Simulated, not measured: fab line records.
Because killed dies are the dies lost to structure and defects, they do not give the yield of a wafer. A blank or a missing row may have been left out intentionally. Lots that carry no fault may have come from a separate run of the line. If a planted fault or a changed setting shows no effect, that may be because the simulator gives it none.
fab line records	flow n5_finfet
[record] lots = 4	wafers = 10	last_day = 19
route steps=1938 shown BEOL_M2@919 BEOL_M3@931 BEOL_M4@1111 PASSIVATION@1936
lots untouched by any fault: they come from a run of this same line in which no faults occurred
start_h: the number of hours between the record's first day and the start of the first shown wafer of the lot	wait_h: hours elapsed since this lot's preceding step	" the same as in the row above	L1.1+2: a row that stands for several wafers	- no value, or no start was given	* or withheld: withheld	< > ~ a bound
route shown NAME@n: NAME is a module with steps in the file, n the number in the route of the first one	usual: mean/standard deviation of fault-free wafers	same: alike in all rows	chamber/n: place in a boat	sites: the reading at each site	_std_site: how widely they spread, as a standard deviation	_edge_site: mean of outer sites minus mean of inner sites	radius_mm: for every site, how far away it sits from the centre of the wafer	mask NAME#n: copy n	behind: tool/chamber where the wafer was last shaped	hold: reason for holding the lot/hours on hold/outcome of the hold	device: which transistor (n, p or np) failed to switch	end of line: the route-end tests of the same wafers	a step with no rows: only its recipe	killed: the dies lost at the first sort to structure and to defects; this is not the yield of the wafer	map: a wafer's dies, marking killed ones x, the rest . and places with no die _
set.NAME: setting as actually run; set.NAME@STEP: the setting as run at that earlier step	model.NAME: the simulator's own value behind a step, which no gauge read
lots at selected steps of the route; one table per step, one row per wafer
services: the hour from which a tool's chamber was out of use, counted from the record's first day as start_h (under 0 if before that day), plus the number of hours and why
[[steps]]
[step N5_BEOL_M2_ANNEAL_95]
[recipe] temp_c = 400	time_s = 240	ambient = vacuum
[step N5_BEOL_M2_SPUTTER_96]
[recipe] material = Cu	target_thk_a = 45	temp_c = -20	chamber_pressure_pa = 0.07	power_w = withheld	time_s = 8.29
[step N5_BEOL_M2_ECD_50]
[recipe] material = Cu	target_thk_a = 3000
[step N5_BEOL_M2_ANNEAL_51]
[recipe] temp_c = 225	time_s = 90	ambient = N2
[step N5_BEOL_M2_CMP_52]
[recipe] stop_on = SiOC	t_overpolish_s = 6.8	down_force_psi = 1	platen_rpm = 50	clearing_platen_down_force_psi = 1.5	clearing_platen_rpm = 50	post_cmp_clean = cu_alkaline	target_thk_nm = 40	clearing_platen_pad_velocity_m_s = 0.99484	pad_velocity_m_s = 0.99484
[step N5_BEOL_M2_PRE_CLEAN_60]
[recipe] gas = NH3/H2	time_s = 15	temp_c = *	rf_power_w = 300
[step N5_BEOL_M2_CO_CAP_55]
[recipe] material = Co	target_thk_a = 20	temp_c = 200	precursor = CCTBA/H2	pressure_torr = 30	time_s = 102.1
[step N5_BEOL_M2_PRE_CLEAN_56]
[recipe] gas = NH3	time_s = 15	temp_c = withheld	rf_power_w = 300
[step N5_BEOL_M2_DEP_57]
[recipe] material = SiCN	target_thk_a = 80	temp_c = withheld	precursor = 3MS/NH3	pressure_torr = 3	rf_w = 202	time_s = 14
[step N5_BEOL_M3_ILD_DEP_00]
[recipe] material = SiOC	target_thk_a = 790	temp_c = 350	precursor = DEMS/O2	pressure_torr = 5	rf_w = 500	time_s = 15.3
[usual] heater_power_w = 475/73	showerhead_plenum_p_Torr = 5.700/0.015	throttle_valve_pct = 12.1/0.65
lot.wafer	tool	chamber	start_h	wait_h	heater_power_w	showerhead_plenum_p_Torr	throttle_valve_pct	model.SiOC_of_BEOL_M3_ILD_DEP_00.thk_nm
L242.1	pecvd-02	0	170.01	0.0	505	5.690	11.7	77
L242.3	"	1	"	"	577	5.699	11.8	78.4
L242.4	"	2	"	"	434	5.725	11.6	80.4
L257.1	pecvd-02	2	250.86	0.0	502	5.721	11.9	79.2
L257.3	"	1	"	"	610	5.688	11.6	100.4
L259.1	pecvd-02	2	263.39	0.0	518	5.722	11.8	79.2
L259.3	"	1	"	"	598	5.701	12.0	99.6
L264.1	pecvd-01	1	293.70	0.0	397	5.700	13.1	77.8
L264.2	"	0	"	"	487	5.674	11.9	76.8
L264.6	"	1	"	"	302	5.698	13.1	78.8
[step N5_BEOL_M3_THK_MEAS_01]
[recipe] reads = SiOC_of_BEOL_M3_ILD_DEP_00
[usual] M3_ILD_THK = 78.7/1.1
lot.wafer	tool	chamber	start_h	wait_h	M3_ILD_THK[nm]
L242.1	film_metro-01	-	170.07	0.0	77.0
L242.3	"	-	"	"	78.3
L242.4	"	-	"	"	80.4
L257.1	film_metro-01	-	250.93	0.0	79.2
L257.3	"	-	"	"	100.4
L259.1	film_metro-02	-	263.46	0.0	79.2
L259.3	"	-	"	"	99.6
L264.1	film_metro-02	-	293.76	0.0	77.9
L264.2	"	-	"	"	76.8
L264.6	"	-	"	"	78.9
[step N5_BEOL_M3_PECVD_72]
[recipe] material = SiO2	target_thk_a = 160	temp_c = 400	precursor = TEOS/O2	pressure_torr = 5.5	rf_w = 450	teos_flow_sccm = 53.8	gas = O2	flow_sccm = 3000	time_s = 18
[step N5_BEOL_M3_HM_DEP_02]
[recipe] material = TiN	target_thk_a = 200	temp_c = 25	chamber_pressure_pa = 0.49996
[step N5_BEOL_M3_COAT_61]
[recipe] resist = SOC	temp_c = 250	time_s = 60	spin_rpm = 1500	resist_thk_nm = 60
[step N5_BEOL_M3_COAT_62]
[recipe] resist = SiARC	temp_c = 220	time_s = 60	spin_rpm = 1500	resist_thk_nm = 12
[step N5_BEOL_M3_COAT_73]
[recipe] resist = underlayer	temp_c = 205	time_s = 60	spin_rpm = 1500	resist_thk_nm = 5
[step N5_BEOL_M3_COAT_05]
[recipe] resist = CAR-EUV	spin_rpm = 1500	resist_thk_nm = 30
[step N5_BEOL_M3_EBR_07]
[recipe] solvent = PGMEA	ebr_width_mm = 1.5
[step N5_BEOL_M3_SOFTBAKE_06]
[recipe] temp_c = 110	time_s = 60	resist = CAR-EUV
[step N5_BEOL_M3_EXPOSE_08]
[recipe] mask_id = M3	na = 0.33	source_shape = dipole	sigma_inner = 0.369	sigma_outer = 0.767	polarization = unpolarized	dose_mj = 33
[step N5_BEOL_M3_PEB_09]
[recipe] peb_temp_c = 100	peb_time_s = 60	resist = CAR-EUV
[step N5_BEOL_M3_DEVELOP_10]
[recipe] develop_time_s = 30	developer = TMAH	resist = CAR-EUV	rinse_liquid = surfactant_rinse	dry = air_spin	dev_temp_c = 23
[step N5_BEOL_M3_DESCUM_16]
[recipe] chemistry = O2	time_s = 7	source_power_w = 50	bias_power_w = 20	pressure_mtorr = 20	rf_frequency_hz = 2.712e+07	temp_c = 40	resist = CAR-EUV	o2_flow_sccm = 225
[step N5_BEOL_M3_ETCH_74]
[recipe] chemistry = N2/H2	target = underlayer	target_depth_a = 65	mask_material = CAR-EUV	time_s = 5.2	ion_energy_ev = 200	pressure_mtorr = 30	source_w = 840	bias_w = 150	n2_flow_sccm = 200	h2_flow_sccm = 200	ends = cleared
[step N5_BEOL_M3_ETCH_63]
[recipe] chemistry = CF4	target = SiARC	target_depth_a = 156	mask_material = CAR-EUV	time_s = 26	ion_energy_ev = 80	pressure_mtorr = 40	source_w = 545	bias_w = 36	Ar_flow_sccm = 100	cf4_flow_sccm = 100	ends = cleared
[step N5_BEOL_M3_ETCH_64]
[recipe] chemistry = N2/H2	target = SOC	target_depth_a = 750	overetch_a = 150	mask_material = SiARC	temp_c = 40	time_s = 112.5	ion_energy_ev = 200	pressure_mtorr = 30	source_w = 840	bias_w = 150	n2_flow_sccm = 200	h2_flow_sccm = 200
[step N5_BEOL_M3_STRIP_65]
[recipe] chemistry = N2/H2	temp_c = 40	n2_flow_sccm = 200	h2_flow_sccm = 200	rf_frequency_hz = 6e+07
[step N5_BEOL_M3_STRIP_75]
[recipe] chemistry = N2/H2	temp_c = 40	n2_flow_sccm = 200	h2_flow_sccm = 200	rf_frequency_hz = 6e+07
[step N5_BEOL_M3_STRIP_66]
[recipe] chemistry = CF4	resist = SiARC	power_w = 300	bias_power_w = 75	pressure_mtorr = 50	cf4_flow_sccm = 150	rf_frequency_hz = 6e+07
[step N5_BEOL_M3_HM_OPEN_17]
[recipe] chemistry = Cl2/BCl3	target_depth_a = 200	overetch_a = 60	target = TiN	mask_material = SOC	ion_energy_ev = 150	pressure_mtorr = 10	icp_w = 1000	bias_w = 126	Cl2_flow_sccm = 53.25	bcl3_flow_sccm = 21.75	Ar_flow_sccm = 25
[step N5_BEOL_M3_STRIP_19]
[recipe] chemistry = O2	power_w = 400	temp_c = 40	pressure_mtorr = 30	rf_frequency_hz = 6e+07	bias_power_w = 0	overash_fraction = 0.2	o2_flow_sccm = 225
[step N5_BEOL_M3_COAT_67]
[recipe] resist = SOC	temp_c = 250	time_s = 60	spin_rpm = 1500	resist_thk_nm = 60
[step N5_BEOL_M3_COAT_68]
[recipe] resist = SiARC	temp_c = 220	time_s = 60	spin_rpm = 1500	resist_thk_nm = 12
[step N5_BEOL_M3_COAT_76]
[recipe] resist = underlayer	temp_c = 205	time_s = 60	spin_rpm = 1500	resist_thk_nm = 5
[step N5_BEOL_M3_COAT_22]
[recipe] resist = CAR-EUV	spin_rpm = 1500	resist_thk_nm = 30
[step N5_BEOL_M3_CMP_52]
[recipe] stop_on = SiOC	t_overpolish_s = 6.8	down_force_psi = 1	platen_rpm = 50	clearing_platen_down_force_psi = 1.5	clearing_platen_rpm = 50	post_cmp_clean = cu_alkaline	target_thk_nm = 40	clearing_platen_pad_velocity_m_s = 0.99484	pad_velocity_m_s = 0.99484
[usual] motor_current_A = 6.1/0.46	retaining_ring_pressure_frac = 1.000/0.0052
lot.wafer	tool	chamber	start_h	wait_h	motor_current_A	retaining_ring_pressure_frac	model.SiOC_of_BEOL_M3_ILD_DEP_00.thk_nm	model.Cu_of_BEOL_M3_ECD_50.thk_nm
L242.4	cmp-03	3	187.25	0.1	5.9	1.001	77.4	41.6
L242.1	"	0	"	"	5.8	0.990	74	34.8
L242.3	"	1	"	"	6.8	1.003	75.4	40.2
L257.1	cmp-04	1	275.20	0.3	6.9	1.001	76.2	40.6
L257.3	"	3	"	"	5.5	1.006	97.4	59
L259.3	cmp-04	3	283.59	0.2	5.5	1.005	96.6	59.8
L259.1	"	0	"	"	6.3	0.995	76.2	41.8
L264.2	cmp-01	2	322.60	0.2	6.7	0.998	73.8	36.2
L264.1	"	3	"	"	5.5	1.004	74.8	35
L264.6	"	1	"	"	5.4	1.000	75.8	37.8
[step N5_BEOL_M4_RC_MEAS_101]
[usual] CHAIN_V2 = 227/13	CHAIN_V2_max_site = 235/14	DIBL_N = 36.5/2.2	DIBL_P = 36.9/2.9	IOFF_N = 0.17/0.044	IOFF_P = 0.22/0.052	ION_N = 671/16	ION_P = 461/10	SS_N = 71.6/0.73	SS_P = 73.5/0.79	VT_N = 250/4.1	VT_P = -250/4.1
lot.wafer	tool	chamber	start_h	wait_h	CHAIN_V2[ohm/link]	CHAIN_V2_max_site[ohm/link]	DIBL_N[mV/V]	DIBL_P[mV/V]	IOFF_N[nA/um]	IOFF_P[nA/um]	ION_N[uA/um]	ION_P[uA/um]	SS_N[mV/dec]	SS_P[mV/dec]	VT_N[mV]	VT_P[mV]
L242.1	prober-02	0	196.37	0.0	238	244	34.3	33.6	0.11	0.16	662	454	71.5	72.3	253	-252
L242.3	"	0	"	"	220	225	39.4	41.3	0.24	0.30	691	467	72.9	73.6	245	-245
L242.4	"	0	"	"	221	231	34.4	34.4	0.12	0.19	660	456	70.8	73.4	253	-251
L257.1	prober-02	0	286.97	0.0	221	224	38.1	37.6	0.21	0.26	680	465	71.9	73.6	245	-246
L257.3	"	0	"	"	-	-	35.0	33.6	0.13	0.18	681	466	71.2	72.6	251	-250
L259.1	prober-01	0	297.06	0.0	210	215	37.6	37.8	0.17	0.20	676	458	72.3	73.3	249	-253
L259.3	"	0	"	"	-	-	37.8	39.2	0.18	0.23	687	466	72.4	73.8	248	-250
L264.1	prober-01	0	340.34	0.0	248	258	39.0	41.7	0.23	0.29	690	480	73.1	74.8	244	-245
L264.2	"	0	"	"	251	264	36.1	36.9	0.15	0.20	665	458	72.1	73.8	252	-250
L264.6	"	0	"	"	262	268	36.4	37.6	0.15	0.21	662	450	71.4	73.3	248	-250
// sites CHAIN_V2 radius_mm=0,75,75,75,75,140,140,140,140
L242.1 233 239 234 235 234 242 241 238 244
L257.1 213 218 224 223 214 216 221 224 221
L259.1 208 208 210 203 205 210 215 211 211
L264.1 258 257 250 253 248 246 232 241 247
[step N5_PASSIVATION_PROBE_49]
[usual] defect_limited_yield = 91.3/1.4	killed_at_M0_to_M3 = 36/10	killed_at_M4_up = 13/5.4	killed_at_contacts = 12/5.3	killed_at_front_end = 39/10	killed_at_other = 3.2/2.7	killed_dies = 103/16	killed_open = 68/13	killed_short = 33/6.6	sort_bin_5_function = 5.1/0.92	sort_bin_6_memory = 3.3/0.68	sort_n_pass = 1077/17	sort_yield_pct = 91.2/1.4
[same] gross_dies = 1180	killed_at_back_side = 0	sort_bin_4_leakage[%] = 0	sort_bin_8_speed[%] = 0
lot.wafer	tool	chamber	start_h	wait_h	defect_limited_yield[%]	killed_at_M0_to_M3	killed_at_M4_up	killed_at_contacts	killed_at_front_end	killed_at_other	killed_dies	killed_open	killed_short	sort_bin_5_function[%]	sort_bin_6_memory[%]	sort_n_pass	sort_yield_pct[%]
L242.1	prober-02	-	307.74	0.0	92.1	26	22	11	28	6	93	67	26	4.5	3.2	1087	92.1
L242.3	prober-02	-	307.84	0.1	91.9	23	9	14	45	5	96	63	32	4.4	3.6	1084	91.9
L242.4	prober-02	-	307.89	0.2	90.4	32	22	11	45	3	113	81	32	5.5	3.6	1067	90.4
L257.1	prober-02	-	395.68	0.4	91.4	27	18	14	40	2	101	64	35	4.8	3.3	1079	91.4
L257.3	prober-02	-	395.78	0.5	78.5	187	18	5	44	0	254	55	42	18.9	2.2	926	78.5
L259.3	prober-01	-	417.05	0.1	78.1	193	8	14	42	1	258	86	32	16.6	4.8	922	78.1
L264.1	prober-02	-	449.67	0.0	91.9	28	18	16	27	7	96	71	23	4.4	3.3	1084	91.9
L264.2	prober-02	-	449.72	0.1	92.6	30	9	12	33	3	87	52	35	4.6	2.5	1093	92.6
L264.6	prober-02	-	449.92	0.3	92.2	40	11	6	35	0	92	57	35	4.8	2.7	1088	92.2
// killed by level:class
L242.1 BEOL_M4:geometric_particle:open=11 MOL_CONTACT_COAG:geometric_particle:open=9 BEOL_M0_SAQP:geometric_particle:open=8 DUMMY_GATE:geometric_particle:open=6 PASS1_CAP:geometric_particle:short=4 BEOL_M2:geometric_particle:open=4 BEOL_M3:geometric_particle:open=4 STARTING-WAFER:geometric_particle:open=4
L242.3 MOL_CONTACT_COAG:geometric_particle:open=12 STI_FIN_REVEAL:geometric_particle:open=11 FIN_SAQP:geometric_particle:short=7 BEOL_M0_SAQP:geometric_particle:short=6 BEOL_M0_SAQP:geometric_particle:open=6 BEOL_M1:geometric_particle:open=6 ILD0:geometric_particle:open=5 GATE_CUT:geometric_particle:open=4
L242.4 STI_FIN_REVEAL:geometric_particle:open=11 BEOL_M0_SAQP:geometric_particle:short=10 DUMMY_GATE:geometric_particle:open=9 MOL_CONTACT_COAG:geometric_particle:open=9 BEOL_M4:geometric_particle:open=9 FIN_SAQP:geometric_particle:open=6 BEOL_M1:geometric_particle:open=6 BEOL_M0_SAQP:geometric_particle:open=6
L257.1 FIN_SAQP:geometric_particle:short=14 MOL_CONTACT_COAG:geometric_particle:open=12 BEOL_M4:geometric_particle:open=11 BEOL_M3:geometric_particle:open=9 BEOL_M1:geometric_particle:open=7 FIN_SAQP:geometric_particle:open=6 BEOL_M3:geometric_particle:short=4 ILD0:geometric_particle:short=3
L257.3 BEOL_M3:area_dep=154 FIN_SAQP:geometric_particle:short=16 FIN_SAQP:geometric_particle:open=9 BEOL_M1:geometric_particle:open=7 BEOL_M2:geometric_particle:open=7 BEOL_M3:geometric_particle:open=7 BEOL_M4:geometric_particle:open=5 BEOL_M0_SAQP:geometric_particle:short=4
L259.3 BEOL_M3:area_dep=138 BEOL_M3:geometric_particle:open=17 BEOL_M1:geometric_particle:open=11 BEOL_M2:geometric_particle:open=10 FIN_SAQP:geometric_particle:short=9 MOL_CONTACT_COAG:geometric_particle:open=9 GATE_CUT:geometric_particle:open=7 FIN_SAQP:geometric_particle:open=5
L264.1 MOL_CONTACT_COAG:geometric_particle:open=15 BEOL_M3:geometric_particle:open=9 GATE_CUT:geometric_particle:short=6 BEOL_M4:geometric_particle:open=6 STI_FIN_REVEAL:geometric_particle:open=5 BEOL_M5:geometric_particle:open=4 GATE_CUT:geometric_particle:open=4 BEOL_M0_SAQP:geometric_particle:open=4
L264.2 BEOL_M0_SAQP:geometric_particle:open=8 MOL_CONTACT_COAG:geometric_particle:open=7 FIN_SAQP:geometric_particle:short=6 BEOL_M0_SAQP:geometric_particle:short=6 FIN_SAQP:geometric_particle:open=5 STI_FIN_REVEAL:geometric_particle:open=5 MOL_CONTACT_COAG:geometric_particle:short=5 DUMMY_GATE:geometric_particle:open=4
L264.6 BEOL_M0_SAQP:geometric_particle:short=14 BEOL_M0_SAQP:geometric_particle:open=9 GATE_CUT:geometric_particle:open=6 DUMMY_GATE:geometric_particle:open=5 MOL_CONTACT_COAG:geometric_particle:open=5 GATE_CUT:geometric_particle:short=4 STARTING-WAFER:geometric_particle:open=4 BEOL_M1:geometric_particle:open=4
// map L257.3 (x killed, . not)
_________________..x.....x...________________
______________.x..x...........x._____________
___________...................x....__________
__________......................xx.._________
________................x............._______
_______................................______
______.x.............x..x..............._____
_____..x....x..............xx....x.......____
____..x............x...x.x.x.x........x...___
___...........x....xxx...x........x........__
___....x.......x..x.xx.x.xx.x....x..x...x..__
__........x..x.xxxxx.........x.......x......_
__...........xx.x.xxxxxx.xxx..xx............_
_.x.x..x.......x..x.xxx.xxxxx.x......x.......
_.............xxxxxxxxx.xxxx.xxx.x.....x.....
_..............xxx.xxxx..xxxx.x..xx..........
_x..........x..xx..xxxxxxxxxx.xx..x........x.
_x.xx........xx..xx.x...xx..x.xx.............
_...........xxx.xxxxx.xxxxxx.x...x...........
_.x..........xx.x.xxxx.x.xxxx.x..............
_...x..x.........xxxxxx.xxxx.x.xx.....x......
__........x..x.x..xxxxx..xxxx.............xx_
__........x......x....x.x..x...x............_
___...........xx..x..xx...xxx..............__
___......x....x.xxxx.......................__
____........x...........x.....x......x....___
_____x.x..............x...............x.x____
______.....x...............x.x.....x.x.._____
_______....x.......x................x..______
________.............................x_______
__________.....xx....x.......x.....x_________
___________......x..x..............__________
______________..x..x....x..x.x.._____________
_________________.........x..________________
// map L259.3 (x killed, . not)
_________________............________________
______________......x..........._____________
___________..x...............x..x..__________
__________x....x........x...xx....x._________
________x...x.....x..................._______
_______.....x.................x.x......______
______.....x.x.................x.......x_____
_____...x......................x.xx.x...x____
____...x...........x..x...........x.......___
___....x......x.........x.x...x..........x.__
___x.x..x......x.x..x....x......x.......xxx__
__...............xxxx..x..x.x.............x._
__........x....x..xxx...xxx.x......x........_
_.......x.....xxx.xxxxxxxx.xxxxx....x........
_..........x.x..xx..xxx.xxxxxxxx..........x..
_...........x.xxxxxx..xx.xx.xxxx..x....x.....
_...x.x.......xx..xxxxxxxx.xxxxx..x.........x
_.........x.x...xxx.xx.xxxxxxxxx........x....
_....x...x...x.xxx.xxxxxxxx.x...x.........x..
_...x......x..x.xxxxxxxx.x.xx.xx..x..........
_............x..xx.x.xxxx.xx.xxx.xx..........
__.......x.xxxxx..x..xxxx.x.xx..........x..x_
__.................xxxx.xx..xx.............._
___...............x..x.x..x.x..x...x.......__
___............x......x.x...x..........x...__
____.............x............x....x......___
_____......x...........x......x..........____
______..................x..x........x..._____
_______x...............................______
________....x.....................x..._______
__________...........x.x....x......._________
___________.......x...............x__________
______________.............x..x._____________
_________________..x.....x...________________
[[services]]
tool	chamber	start_h	hours	kind
cmp-03	-	151.95	0.4	repair
pecvd-01	0	166.11	2.1	scheduled_down
cmp-03	-	194.07	0.9	repair
pecvd-02	2	203.28	2.1	scheduled_down
pecvd-02	0	204.42	9.0	repair
cmp-01	-	214.31	10.5	pm
cmp-04	-	214.50	2.1	repair
pecvd-02	1	230.84	14.9	repair
pecvd-01	1	233.56	22.8	repair
cmp-03	-	240.10	2.5	repair
cmp-04	-	242.86	4.0	pm
cmp-04	-	246.86	-	consumable_replace:conditioner
cmp-04	-	246.86	-	consumable_replace:pad
cmp-03	-	275.77	1.4	repair
cmp-01	-	289.56	1.3	repair
cmp-03	-	289.77	4.0	pm
cmp-03	-	293.77	-	consumable_replace:conditioner
cmp-03	-	293.77	-	consumable_replace:pad
pecvd-02	-	298.47	2.8	pm
cmp-03	-	300.11	0.2	repair
[[key]]
[first_sign] step = N5_BEOL_M3_THK_MEAS_01	reading = M3_ILD_THK	direction = up	sigmas = 19	usual = 78.7	struck = 100.0
[effect] step = N5_BEOL_M4_RC_MEAS_101	reading = CHAIN_V2	direction = missing
[effect] step = N5_BEOL_M4_RC_MEAS_101	reading = CHAIN_V2_max_site	direction = missing
[effect] step = N5_PASSIVATION_PROBE_49	reading = killed_at_M0_to_M3	direction = up	sigmas = 15	usual = 36	struck = 190
[model_effect] step = N5_BEOL_M3_ILD_DEP_00	value = SiOC_of_BEOL_M3_ILD_DEP_00.thk_nm	without = 77.2	struck = 100
[model_effect] step = N5_BEOL_M3_CMP_52	value = SiOC_of_BEOL_M3_ILD_DEP_00.thk_nm	without = 74.2	struck = 97
[more_kills_born_at] N5_BEOL_M3_ILD_DEP_00@pecvd-02 = 292
met_at N5_BEOL_M3_ILD_DEP_00
struck_wafers L257.3,L259.3
onset_between 170.01 250.86
[fault] kind = process_parameter_drift	tool = pecvd-02	chamber = -	onset_h = 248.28	steps = N5_BEOL_M3_ILD_DEP_00	channel = time_s	offset = *	shape = step	end_h = 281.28	scope = struck_wafers_only	acts_in = *	stated = *
